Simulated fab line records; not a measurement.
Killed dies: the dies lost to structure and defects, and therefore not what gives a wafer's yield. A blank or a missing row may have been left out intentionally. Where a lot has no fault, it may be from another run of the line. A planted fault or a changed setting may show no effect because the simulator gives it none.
fab line records	flow nand-harc
record lots=24	wafers=72	last-day=25
route steps=1159 shown A_CONTACT@863
lots that met no fault: taken from a fault-free run of the same line
start-h: hours from the record's opening day to when the first of the lot's shown wafers began	wait-h: how many hours have passed since the lot's step before this one	" same as the row above	L1.1+2: one row covering several wafers at once	- no value present, or no start provided	* or withheld: withheld	< > ~ a bound
route shown NAME@n: a module of which the file shows steps, and the number in the route of the first	usual: average and standard deviation across the fault-free wafers	same: alike in all rows	chamber/n: place in a boat	sites: readings site by site	_std_site: the values' standard deviation	_edge_site: outer sites' mean less inner sites'	radius-mm: how far each site lies from the wafer's centre	mask NAME#n: copy n	behind: the most recent tool/chamber to have shaped the wafer	hold: the reason the lot was held/the length of the hold in hours/how it ended	device: whichever transistor did not switch (one of n, p or np)	end of line: tests run on the same wafers once the route is complete	a step given without rows: its recipe and nothing more	killed: not the wafer's yield, but the dies lost to structure and defects at the first sort	map: the dies of a wafer, with x for killed, . for not killed, _ for no die there
set.NAME: the setting as run; set.NAME@STEP: as run at that earlier step	model.NAME: the simulator's own value behind a step, which no gauge read
route steps across a sampled set of lots; one table per step, one row per wafer
services: a tool's chamber out of use, with start hour (start-h, from the record's first day; less than 0 if before it), hours out, and reason
## steps
# step NHARC_A_CONTACT_ETCH_112
# recipe source-w=withheld	pressure-mtorr=20	bias-v=3000	time-s=94	target-depth-a=9220	ar-flow-sccm=withheld	c4f8-flow-sccm=withheld	o2-flow-sccm=withheld	chemistry=C4F8/O2/Ar
lot.wafer	tool	chamber	start-h	wait-h	rf-hours-counter-h
L075.1	har-cap-etch-02	1	372.37	0.2	9
L075.4	"	1	"	"	-
L075.6	"	1	"	"	-
L074.1	har-cap-etch-03	0	372.92	0.2	78
L074.2	"	1	"	"	78
L074.5	"	0	"	"	-
L076.4	har-cap-etch-02	0	383.91	0.1	-
L076.3	"	1	"	"	-
L076.5	"	1	"	"	-
L077.4	har-cap-etch-03	0	385.22	0.1	-
L077.6	"	1	"	"	-
L077.5	"	0	"	"	-
L078.1	har-cap-etch-02	0	393.23	0.1	12
L078.3	"	1	"	"	-
L078.4	"	0	"	"	-
L079.1	har-cap-etch-03	0	397.58	0.2	83
L079.4	"	1	"	"	-
L079.5	"	1	"	"	-
L080.1	har-cap-etch-03	1	410.85	0.1	86
L080.3	"	0	"	"	-
L080.4	"	1	"	"	-
L081.1	har-cap-etch-02	0	414.92	0.2	15
L081.3	"	0	"	"	-
L081.6	"	1	"	"	-
L082.2	har-cap-etch-02	0	422.65	0.2	16
L082.1	"	1	"	"	16
L082.4	"	0	"	"	-
L083.2	har-cap-etch-03	1	424.39	0.2	88
L083.1	"	0	"	"	88
L083.4	"	1	"	"	-
L084.4	har-cap-etch-02	1	427.14	0.1	-
L084.5	"	0	"	"	-
L084.6	"	1	"	"	-
L085.1	har-cap-etch-01	1	429.40	0.2	64
L085.4	"	0	"	"	-
L085.5	"	1	"	"	-
L086.1	har-cap-etch-02	0	438.37	0.2	20
L086.3	"	1	"	"	-
L086.5	"	1	"	"	-
L088.1	har-cap-etch-03	1	440.73	0.1	91
L088.3	"	0	"	"	-
L088.5	"	0	"	"	-
L087.1	har-cap-etch-01	0	442.56	0.1	68
L087.5	"	1	"	"	-
L087.6	"	0	"	"	-
L089.1	har-cap-etch-01	0	477.43	0.2	71
L089.2	"	1	"	"	71
L089.6	"	1	"	"	-
L092.1	har-cap-etch-03	0	477.73	0.2	95
L092.2	"	1	"	"	95
L092.3	"	0	"	"	-
L090.1	har-cap-etch-02	0	482.40	0.1	26
L090.3	"	0	"	"	-
L090.6	"	0	"	"	-
L091.4	har-cap-etch-01	1	485.04	0.1	-
L091.5	"	1	"	"	-
L091.6	"	0	"	"	-
L093.2	har-cap-etch-01	1	492.18	0.2	73
L093.3	"	1	"	"	-
L093.6	"	0	"	"	-
L094.2	har-cap-etch-01	0	495.24	0.2	74
L094.4	"	0	"	"	-
L094.5	"	1	"	"	-
L096.1	har-cap-etch-01	1	498.25	0.2	76
L096.2	"	0	"	"	76
L096.3	"	1	"	"	-
L095.3	har-cap-etch-02	0	503.56	0.1	-
L095.6	"	1	"	"	-
L095.5	"	0	"	"	-
L097.4	har-cap-etch-02	1	513.81	0.1	-
L097.3	"	0	"	"	-
L097.6	"	0	"	"	-
# step NHARC_A_CONTACT_ETCH_90
# recipe target-depth-a=400	over-etch-frac=0.5	time-s=85.7	ion-energy-ev=120	ch3f-flow-sccm=50	o2-flow-sccm=30	ar-flow-sccm=200	rf-w=500	bias-w=100	chemistry=CH3F/O2
# usual drypump-motor-current-A=5.7/0.48	oes-product-au=0.96/0.036	rf-vpp-V=244.3/1.4	showerhead-plenum-p-Torr=2.45/0.088	throttle-valve-pct=20.662/0.0085
# same over-etch-frac=0.5
lot.wafer	tool	chamber	start-h	wait-h	drypump-motor-current-A	oes-product-au	rf-hours-counter-h	rf-vpp-V	showerhead-plenum-p-Torr	throttle-valve-pct
L075.1	rie-diel-04	0	374.42	0.6	4.8	1.00	16	244.4	2.32	20.669
L075.4	"	1	"	"	5.7	0.99	13	245.8	2.52	20.662
L075.6	"	1	"	"	5.7	0.98	-	245.2	2.52	20.658
L074.1	rie-diel-07	1	374.54	0.6	5.6	0.94	52	245.0	2.50	20.651
L074.2	"	3	"	"	6.2	0.95	52	246.5	2.57	20.659
L074.5	"	0	"	"	5.6	0.94	-	245.7	2.53	20.653
L076.4	rie-diel-07	0	385.50	0.5	5.5	0.93	53	244.9	2.53	20.667
L076.3	"	1	"	"	5.6	0.95	55	246.2	2.50	20.672
L076.5	"	3	"	"	6.2	0.94	-	245.2	2.56	20.661
L077.4	rie-diel-04	0	386.79	0.4	4.8	1.01	18	241.2	2.31	20.657
L077.5	"	3	"	"	6.5	0.99	-	244.3	2.56	20.655
L077.6	"	0	"	"	4.8	1.00	-	241.8	2.31	20.661
L078.1	rie-diel-04	2	394.82	0.5	5.8	0.99	17	243.3	2.38	20.655
L078.3	"	0	"	"	4.9	1.00	21	243.5	2.31	20.659
L078.4	"	1	"	"	5.7	0.99	17	244.7	2.52	20.644
L079.4	rie-diel-07	0	399.19	0.5	5.5	0.93	57	246.0	2.53	20.674
L079.1	"	2	"	"	5.9	0.93	59	243.8	2.44	20.666
L079.5	"	0	"	"	5.5	0.93	-	245.8	2.53	20.665
L080.1	rie-diel-04	0	412.44	0.5	4.9	0.93	24	242.9	2.31	20.670
L080.3	"	2	"	"	5.8	0.92	21	242.5	2.38	20.665
L080.4	"	2	"	"	5.8	0.93	-	244.4	2.38	20.664
L081.1	rie-diel-07	2	416.54	0.6	5.9	1.00	0	244.6	2.44	20.679
L081.3	"	3	"	"	6.2	1.01	0	246.1	2.56	20.674
L081.6	"	0	"	"	5.5	1.00	-	244.8	2.53	20.659
L082.1	rie-diel-04	2	424.27	0.5	5.8	1.00	23	242.8	2.38	20.654
L082.2	"	0	"	"	4.8	1.01	26	242.4	2.31	20.669
L082.4	"	2	"	"	5.8	1.00	-	243.4	2.38	20.657
L083.1	rie-diel-07	2	425.98	0.5	6.0	1.01	3	243.5	2.44	20.659
L083.4	"	0	"	"	5.5	1.01	2	245.9	2.53	20.658
L083.2	"	1	"	"	5.7	1.01	3	243.9	2.50	20.653
L084.5	rie-diel-02	1	428.76	0.4	6.2	0.93	-	244.1	2.42	20.649
L084.6	"	3	"	"	5.3	0.92	-	243.7	2.40	20.663
L084.4	"	0	"	"	6.0	0.91	-	242.7	2.34	20.662
L085.4	rie-diel-04	1	430.99	0.4	5.7	0.92	25	245.9	2.51	20.678
L085.1	"	0	"	"	4.8	0.92	28	243.6	2.31	20.666
L085.5	"	2	"	"	5.7	0.92	-	243.1	2.37	20.652
L086.1	rie-diel-04	1	439.97	0.5	5.7	0.92	27	245.7	2.51	20.669
L086.3	"	3	"	"	6.6	0.93	24	245.5	2.55	20.654
L086.5	"	2	"	"	5.8	0.92	-	244.1	2.37	20.669
L088.3	rie-diel-02	3	442.37	0.5	5.3	0.99	37	243.1	2.40	20.662
L088.1	"	2	"	"	5.8	0.98	39	244.3	2.46	20.659
L088.5	"	3	"	"	5.3	0.98	-	243.4	2.40	20.663
L087.1	rie-diel-07	2	444.17	0.5	6.0	0.99	9	244.0	2.44	20.665
L087.6	"	0	"	"	5.5	1.00	-	246.0	2.52	20.658
L087.5	"	1	"	"	5.7	0.99	-	245.2	2.49	20.648
L089.1	rie-diel-04	2	479.08	0.6	5.7	0.92	1	243.3	2.37	20.653
L089.2	"	3	"	"	6.6	0.95	1	246.2	2.55	20.660
L089.6	"	1	"	"	5.7	0.93	-	245.9	2.51	20.650
L092.3	rie-diel-02	0	479.33	0.4	6.0	0.93	51	242.2	2.34	20.667
L092.1	"	1	"	"	6.2	0.93	53	243.4	2.41	20.673
L092.2	"	2	"	"	5.8	0.92	52	243.4	2.46	20.662
L090.1	rie-diel-04	1	484.00	0.5	5.7	0.92	1	243.8	2.51	20.667
L090.3	"	3	"	"	6.5	0.93	2	244.9	2.55	20.669
L090.6	"	1	"	"	5.7	0.91	-	243.9	2.51	20.670
L091.4	rie-diel-07	2	486.65	0.5	5.9	0.94	24	244.6	2.43	20.644
L091.6	"	3	"	"	6.2	0.92	-	247.7	2.55	20.664
L091.5	"	0	"	"	5.5	0.93	-	244.8	2.52	20.655
L093.2	rie-diel-04	1	494.15	0.9	5.7	0.92	4	243.9	2.51	20.649
L093.3	"	2	"	"	5.8	0.91	3	243.0	2.37	20.663
L093.6	"	2	"	"	5.8	0.91	-	242.5	2.37	20.669
L094.2	rie-diel-04	1	496.85	0.6	5.7	0.92	5	244.8	2.51	20.642
L094.4	"	2	"	"	5.7	0.92	4	243.3	2.37	20.663
L094.5	"	1	"	"	5.7	0.93	-	245.3	2.51	20.647
L096.2	rie-diel-04	3	499.85	0.5	6.5	0.93	6	244.0	2.55	20.674
L096.1	"	0	"	"	4.8	0.92	6	241.4	2.31	20.666
L096.3	"	2	"	"	5.8	0.92	5	242.0	2.37	20.678
L095.3	rie-diel-04	2	505.26	0.5	5.8	0.99	6	243.3	2.37	20.648
L095.5	"	1	"	"	5.7	0.99	-	245.8	2.51	20.676
L095.6	"	2	"	"	5.8	0.99	-	242.4	2.37	20.673
L097.3	rie-diel-02	1	515.39	0.4	6.2	0.99	0	244.0	2.41	20.672
L097.4	"	2	"	"	5.7	1.00	0	244.8	2.45	20.667
L097.6	"	0	"	"	6.0	1.00	-	243.9	2.33	20.678
# step NHARC_A_CONTACT_ETCH_96
# recipe target-depth-a=200	over-etch-frac=0.5	time-s=10	ion-energy-ev=250	c4f6-flow-sccm=25	o2-flow-sccm=20	ar-flow-sccm=500	rf-w=600	bias-w=500	chemistry=C4F6/O2
# usual drypump-motor-current-A=5.7/0.48	oes-product-au=0.971/0.025	rf-vpp-V=546.6/2.8	showerhead-plenum-p-Torr=3.91/0.13	throttle-valve-pct=26.902/0.0085
# same over-etch-frac=0.5
lot.wafer	tool	chamber	start-h	wait-h	drypump-motor-current-A	oes-product-au	rf-hours-counter-h	rf-vpp-V	showerhead-plenum-p-Torr	throttle-valve-pct
L075.4	rie-diel-04	3	-	-	6.5	0.970	16	551.0	4.07	26.899
L075.1	"	0	"	"	4.9	0.992	16	542.4	3.71	26.903
L075.6	"	2	"	"	5.8	0.976	-	544.2	3.80	26.903
L074.1	rie-diel-07	1	-	-	5.6	0.967	52	547.8	3.99	26.899
L074.2	"	2	"	"	6.0	0.930	51	546.2	3.91	26.900
L074.5	"	0	"	"	5.5	0.947	-	550.8	4.03	26.883
L076.4	rie-diel-07	1	-	-	5.6	0.967	55	547.6	3.98	26.900
L076.3	"	3	"	"	6.2	0.951	56	549.1	4.08	26.892
L076.5	"	1	"	"	5.6	0.945	-	548.2	3.98	26.909
L077.4	rie-diel-04	3	-	-	6.5	0.991	18	550.0	4.07	26.901
L077.6	"	0	"	"	4.8	1.007	-	542.6	3.71	26.903
L077.5	"	1	"	"	5.7	0.994	-	547.8	4.01	26.914
L078.3	rie-diel-04	2	-	-	5.8	0.998	17	545.6	3.80	26.903
L078.1	"	3	"	"	6.5	0.990	20	549.0	4.07	26.921
L078.4	"	0	"	"	4.8	0.993	21	543.9	3.71	26.891
L079.4	rie-diel-07	3	-	-	6.2	0.948	61	550.8	4.08	26.909
L079.1	"	0	"	"	5.5	0.956	57	549.3	4.03	26.896
L079.5	"	3	"	"	6.2	0.963	-	550.3	4.08	26.896
L080.1	rie-diel-04	1	412.66	0.2	5.7	0.962	21	547.6	4.01	26.897
L080.3	"	0	"	"	4.9	0.972	24	542.0	3.70	26.898
L080.4	"	0	"	"	4.9	0.977	-	541.9	3.70	26.923
L081.1	rie-diel-07	2	-	-	6.0	1.005	0	548.1	3.90	26.880
L081.3	"	0	"	"	5.5	1.020	0	550.5	4.03	26.910
L081.6	"	2	"	"	5.9	1.009	-	546.3	3.90	26.907
L082.2	rie-diel-04	1	424.42	0.1	5.7	0.984	23	548.7	4.01	26.891
L082.1	"	2	"	"	5.7	0.999	23	544.5	3.80	26.893
L082.4	"	0	"	"	4.9	1.000	-	541.4	3.70	26.917
L083.1	rie-diel-07	0	-	-	5.5	1.016	3	547.9	4.03	26.908
L083.2	"	1	"	"	5.7	1.012	3	548.5	3.98	26.906
L083.4	"	3	"	"	6.2	1.006	2	549.2	4.08	26.900
L084.4	rie-diel-02	0	428.87	0.1	6.0	0.946	-	542.8	3.75	26.898
L084.6	"	1	"	"	6.2	0.951	-	547.2	3.86	26.911
L084.5	"	3	"	"	5.3	0.933	-	545.3	3.84	26.910
L085.4	rie-diel-04	1	-	-	5.7	0.942	25	547.4	4.01	26.895
L085.1	"	3	"	"	6.6	0.933	22	549.4	4.07	26.887
L085.5	"	1	"	"	5.7	0.935	-	548.3	4.01	26.904
L086.3	rie-diel-04	3	-	-	6.5	0.946	24	550.2	4.06	26.907
L086.1	"	2	"	"	5.7	0.939	27	544.1	3.80	26.900
L086.5	"	0	"	"	4.8	0.931	-	543.4	3.70	26.902
L088.3	rie-diel-02	3	-	-	5.3	0.981	37	544.8	3.84	26.910
L088.1	"	0	"	"	6.0	0.991	39	544.6	3.74	26.905
L088.5	"	3	"	"	5.3	0.978	-	544.4	3.84	26.914
L087.1	rie-diel-07	1	-	-	5.7	0.997	10	546.6	3.97	26.903
L087.5	"	3	"	"	6.2	0.999	-	550.5	4.07	26.901
L087.6	"	0	"	"	5.5	1.005	-	548.3	4.02	26.891
L089.1	rie-diel-04	3	-	-	6.6	0.956	1	548.2	4.06	26.900
L089.2	"	2	"	"	5.8	0.934	1	544.7	3.79	26.909
L089.6	"	3	"	"	6.6	0.957	-	548.9	4.06	26.898
L092.2	rie-diel-02	0	-	-	6.0	0.964	51	543.9	3.74	26.899
L092.1	"	1	"	"	6.2	0.977	53	544.3	3.85	26.897
L092.3	"	2	"	"	5.7	0.956	52	546.9	3.92	26.894
L090.1	rie-diel-04	0	484.15	0.1	4.8	0.963	2	543.0	3.70	26.911
L090.3	"	1	"	"	5.7	0.936	1	549.4	4.00	26.892
L090.6	"	0	"	"	4.8	0.945	-	542.4	3.70	26.923
L091.4	rie-diel-07	2	-	-	6.0	0.970	24	545.5	3.89	26.908
L091.6	"	0	"	"	5.5	0.969	-	549.0	4.01	26.912
L091.5	"	1	"	"	5.7	0.951	-	547.1	3.97	26.913
L093.3	rie-diel-04	1	-	-	5.7	0.953	4	548.9	4.00	26.902
L093.2	"	0	"	"	4.9	0.947	4	541.4	3.70	26.906
L093.6	"	1	"	"	5.7	0.952	-	548.9	4.00	26.897
L094.4	rie-diel-04	1	-	-	5.7	0.963	5	548.9	4.00	26.894
L094.2	"	2	"	"	5.8	0.956	4	544.7	3.79	26.894
L094.5	"	1	"	"	5.7	0.950	-	548.3	4.00	26.898
L096.3	rie-diel-04	0	-	-	4.8	0.974	6	542.9	3.70	26.906
L096.2	"	1	"	"	5.7	0.949	6	548.6	4.00	26.881
L096.1	"	2	"	"	5.7	0.937	5	544.8	3.79	26.907
L095.3	rie-diel-04	0	-	-	4.9	1.006	7	542.3	3.69	26.897
L095.6	"	2	"	"	5.8	0.991	-	543.2	3.79	26.889
L095.5	"	3	"	"	6.5	0.993	-	549.6	4.06	26.892
L097.3	rie-diel-02	2	-	-	5.8	1.000	0	547.1	3.92	26.907
L097.4	"	0	"	"	6.0	0.995	0	544.3	3.73	26.907
L097.6	"	2	"	"	5.8	1.001	-	547.1	3.92	26.889
# step NHARC_A_CONTACT_ETCH_125
# recipe source-w=withheld	pressure-mtorr=20	bias-v=1200	time-s=155	target-depth-a=9560	ar-flow-sccm=withheld	c4f8-flow-sccm=withheld	o2-flow-sccm=withheld	chemistry=C4F8/O2/Ar
lot.wafer	tool	chamber	start-h	wait-h	rf-hours-counter-h
L075.1	har-cap-etch-03	1	381.01	0.2	79
L075.4	"	1	"	"	-
L075.6	"	0	"	"	-
L074.1	har-cap-etch-01	0	382.02	0.2	56
L074.2	"	1	"	"	56
L074.5	"	0	"	"	-
L076.3	har-cap-etch-03	1	390.66	0.1	-
L076.4	"	0	"	"	-
L076.5	"	1	"	"	-
L077.4	har-cap-etch-01	0	392.25	0.1	-
L077.6	"	0	"	"	-
L077.5	"	1	"	"	-
L078.1	har-cap-etch-03	0	400.33	0.2	84
L078.4	"	1	"	"	-
L078.3	"	0	"	"	-
L079.1	har-cap-etch-01	0	405.06	0.2	60
L079.4	"	0	"	"	-
L079.5	"	0	"	"	-
L080.1	har-cap-etch-03	0	418.14	0.2	87
L080.4	"	1	"	"	-
L080.3	"	0	"	"	-
L081.1	har-cap-etch-01	1	421.92	0.2	62
L081.3	"	1	"	"	-
L081.6	"	1	"	"	-
L082.1	har-cap-etch-02	0	434.30	0.2	19
L082.2	"	1	"	"	19
L082.4	"	1	"	"	-
L083.1	har-cap-etch-01	0	436.06	0.2	65
L083.2	"	1	"	"	65
L083.4	"	0	"	"	-
L084.4	har-cap-etch-03	0	436.33	0.1	-
L084.5	"	0	"	"	-
L084.6	"	1	"	"	-
L085.1	har-cap-etch-01	0	439.59	0.2	67
L085.4	"	0	"	"	-
L085.5	"	0	"	"	-
L086.1	har-cap-etch-02	0	446.48	0.2	23
L086.3	"	0	"	"	-
L086.5	"	1	"	"	-
L088.1	har-cap-etch-03	0	449.31	0.2	93
L088.3	"	1	"	"	-
L088.5	"	1	"	"	-
L087.1	har-cap-etch-02	1	450.01	0.2	24
L087.5	"	0	"	"	-
L087.6	"	1	"	"	-
L089.2	har-cap-etch-03	1	486.61	0.2	96
L089.1	"	0	"	"	96
L089.6	"	0	"	"	-
L092.1	har-cap-etch-02	1	487.98	0.2	27
L092.2	"	0	"	"	27
L092.3	"	0	"	"	-
L090.1	har-cap-etch-03	0	492.62	0.2	98
L090.3	"	0	"	"	-
L090.6	"	0	"	"	-
L091.4	har-cap-etch-02	1	494.61	0.1	-
L091.5	"	1	"	"	-
L091.6	"	0	"	"	-
L093.2	har-cap-etch-02	0	499.47	0.2	31
L093.3	"	0	"	"	-
L093.6	"	1	"	"	-
L094.2	har-cap-etch-03	1	502.53	0.2	101
L094.4	"	0	"	"	-
L094.5	"	0	"	"	-
L096.1	har-cap-etch-01	1	505.42	0.2	78
L096.2	"	0	"	"	78
L096.3	"	1	"	"	-
L095.3	har-cap-etch-01	0	511.20	0.1	-
L095.6	"	0	"	"	-
L095.5	"	1	"	"	-
L097.3	har-cap-etch-03	0	520.80	0.1	-
L097.4	"	1	"	"	-
L097.6	"	0	"	"	-
# step NHARC_A_CONTACT_ETCH_130
# recipe source-w=withheld	pressure-mtorr=20	bias-v=1200	time-s=155	target-depth-a=9560	ar-flow-sccm=withheld	c4f8-flow-sccm=withheld	o2-flow-sccm=withheld	chemistry=C4F8/O2/Ar
lot.wafer	tool	chamber	start-h	wait-h	rf-hours-counter-h
L075.1	har-cap-etch-03	1	381.72	0.1	80
L075.4	"	1	"	"	-
L075.6	"	0	"	"	-
L074.1	har-cap-etch-01	0	382.73	0.1	57
L074.2	"	1	"	"	57
L074.5	"	0	"	"	-
L076.3	har-cap-etch-03	1	391.37	0.1	-
L076.4	"	0	"	"	-
L076.5	"	1	"	"	-
L077.4	har-cap-etch-01	0	392.96	0.1	-
L077.6	"	0	"	"	-
L077.5	"	1	"	"	-
L078.1	har-cap-etch-03	0	401.04	0.1	85
L078.4	"	1	"	"	-
L078.3	"	0	"	"	-
L079.1	har-cap-etch-01	0	405.77	0.1	61
L079.4	"	0	"	"	-
L079.5	"	0	"	"	-
L080.1	har-cap-etch-03	0	418.85	0.1	87
L080.4	"	1	"	"	-
L080.3	"	0	"	"	-
L081.1	har-cap-etch-01	1	422.63	0.1	63
L081.3	"	1	"	"	-
L081.6	"	1	"	"	-
L082.1	har-cap-etch-02	0	435.00	0.1	19
L082.2	"	1	"	"	19
L082.4	"	1	"	"	-
L083.1	har-cap-etch-01	0	436.77	0.1	66
L083.2	"	1	"	"	66
L083.4	"	0	"	"	-
L084.4	har-cap-etch-03	0	437.05	0.1	-
L084.5	"	0	"	"	-
L084.6	"	1	"	"	-
L085.1	har-cap-etch-01	0	440.30	0.1	67
L085.4	"	0	"	"	-
L085.5	"	0	"	"	-
L086.1	har-cap-etch-02	0	447.18	0.1	23
L086.3	"	0	"	"	-
L086.5	"	1	"	"	-
L088.1	har-cap-etch-03	0	450.02	0.1	94
L088.3	"	1	"	"	-
L088.5	"	1	"	"	-
L087.1	har-cap-etch-02	1	450.72	0.1	25
L087.5	"	0	"	"	-
L087.6	"	1	"	"	-
L089.2	har-cap-etch-03	1	487.55	0.2	97
L089.1	"	0	"	"	97
L089.6	"	0	"	"	-
L092.1	har-cap-etch-02	1	488.69	0.1	28
L092.2	"	0	"	"	28
L092.3	"	0	"	"	-
L090.1	har-cap-etch-03	0	493.32	0.1	98
L090.3	"	0	"	"	-
L090.6	"	0	"	"	-
L091.4	har-cap-etch-02	1	495.31	0.1	-
L091.5	"	1	"	"	-
L091.6	"	0	"	"	-
L093.2	har-cap-etch-02	0	500.17	0.1	31
L093.3	"	0	"	"	-
L093.6	"	1	"	"	-
L094.2	har-cap-etch-03	1	503.24	0.1	101
L094.4	"	0	"	"	-
L094.5	"	0	"	"	-
L096.1	har-cap-etch-01	1	506.13	0.1	78
L096.2	"	0	"	"	78
L096.3	"	1	"	"	-
L095.3	har-cap-etch-01	0	511.91	0.1	-
L095.6	"	0	"	"	-
L095.5	"	1	"	"	-
L097.3	har-cap-etch-03	0	521.52	0.1	-
L097.4	"	1	"	"	-
L097.6	"	0	"	"	-
# step NHARC_A_CONTACT_CD_MEAS_80
# usual cd-nm=189.7/0.83
lot.wafer	tool	chamber	start-h	wait-h	cd-nm
L075.1	cd-sem-01	-	382.90	-	188.0
L075.4	"	-	"	"	189.5
L075.6	"	-	"	"	187.5
L074.1	cd-sem-01	-	383.94	-	188.0
L074.2	"	-	"	"	190.0
L074.5	"	-	"	"	188.7
L076.3	cd-sem-01	-	392.53	-	188.0
L076.4	"	-	"	"	189.0
L076.5	"	-	"	"	188.4
L077.4	cd-sem-02	-	394.14	-	189.3
L077.5	"	-	"	"	189.9
L077.6	"	-	"	"	190.0
L078.1	cd-sem-01	-	402.24	-	190.0
L078.3	"	-	"	"	191.0
L078.4	"	-	"	"	190.3
L079.1	cd-sem-03	-	406.99	-	190.2
L079.4	"	-	"	"	190.3
L079.5	"	-	"	"	190.0
L080.1	cd-sem-02	-	420.07	-	189.1
L080.3	"	-	"	"	188.8
L080.4	"	-	"	"	189.0
L081.1	cd-sem-02	-	423.81	-	190.6
L081.3	"	-	"	"	190.5
L081.6	"	-	"	"	190.7
L082.1	cd-sem-02	-	436.24	-	189.4
L082.2	"	-	"	"	189.4
L082.4	"	-	"	"	189.3
L083.1	cd-sem-02	-	438.03	-	189.4
L083.2	"	-	"	"	188.6
L083.4	"	-	"	"	188.6
L084.4	cd-sem-03	-	438.21	-	190.5
L084.5	"	-	"	"	190.1
L084.6	"	-	"	"	190.9
L085.1	cd-sem-03	-	441.48	-	189.3
L085.4	"	-	"	"	189.0
L085.5	"	-	"	"	188.7
L086.1	cd-sem-02	-	448.50	-	189.5
L086.3	"	-	"	"	190.7
L086.5	"	-	"	"	189.2
L088.1	cd-sem-01	-	451.29	-	190.7
L088.3	"	-	"	"	189.9
L088.5	"	-	"	"	190.9
L087.1	cd-sem-01	-	451.95	-	189.6
L087.5	"	-	"	"	190.0
L087.6	"	-	"	"	189.5
L089.1	cd-sem-01	-	488.76	-	190.6
L089.2	"	-	"	"	189.3
L089.6	"	-	"	"	189.9
L092.1	cd-sem-01	-	489.90	-	189.6
L092.2	"	-	"	"	190.1
L092.3	"	-	"	"	190.2
L090.1	cd-sem-01	-	494.87	-	189.9
L090.3	"	-	"	"	190.2
L090.6	"	-	"	"	189.3
L091.4	cd-sem-01	-	496.49	-	189.2
L091.5	"	-	"	"	188.9
L091.6	"	-	"	"	189.6
L093.2	cd-sem-01	-	501.39	-	190.9
L093.3	"	-	"	"	190.0
L093.6	"	-	"	"	190.7
L094.2	cd-sem-03	-	504.44	-	189.5
L094.4	"	-	"	"	189.4
L094.5	"	-	"	"	189.3
L096.1	cd-sem-01	-	507.35	-	189.4
L096.2	"	-	"	"	188.9
L096.3	"	-	"	"	190.4
L095.3	cd-sem-02	-	513.09	-	189.5
L095.5	"	-	"	"	189.2
L095.6	"	-	"	"	189.2
L097.3	cd-sem-03	-	522.68	-	190.6
L097.4	"	-	"	"	190.5
L097.6	"	-	"	"	190.4
## services
tool	chamber	start-h	hours	kind
rie-diel-04	0	371.99	-	clean
rie-diel-04	1	371.99	-	clean
rie-diel-04	2	371.99	-	clean
rie-diel-04	3	371.99	-	clean
rie-diel-04	0	396.49	-	clean
rie-diel-04	1	396.49	-	clean
rie-diel-04	2	396.49	-	clean
rie-diel-04	3	396.49	-	clean
rie-diel-04	3	404.91	21.6	repair
rie-diel-07	-	405.20	9.0	pm
rie-diel-04	0	420.99	-	clean
rie-diel-04	1	420.99	-	clean
rie-diel-04	2	420.99	-	clean
rie-diel-04	0	445.50	-	clean
rie-diel-04	1	445.50	-	clean
rie-diel-04	2	445.50	-	clean
rie-diel-04	3	445.50	-	clean
rie-diel-04	0	448.06	6.4	repair
rie-diel-04	-	466.28	9.0	pm
rie-diel-04	0	466.28	9.0	vent-cycle
rie-diel-04	1	466.28	9.0	vent-cycle
rie-diel-04	2	466.28	9.0	vent-cycle
rie-diel-04	2	483.06	4.3	repair
rie-diel-02	-	505.01	9.0	pm
## key
fault none
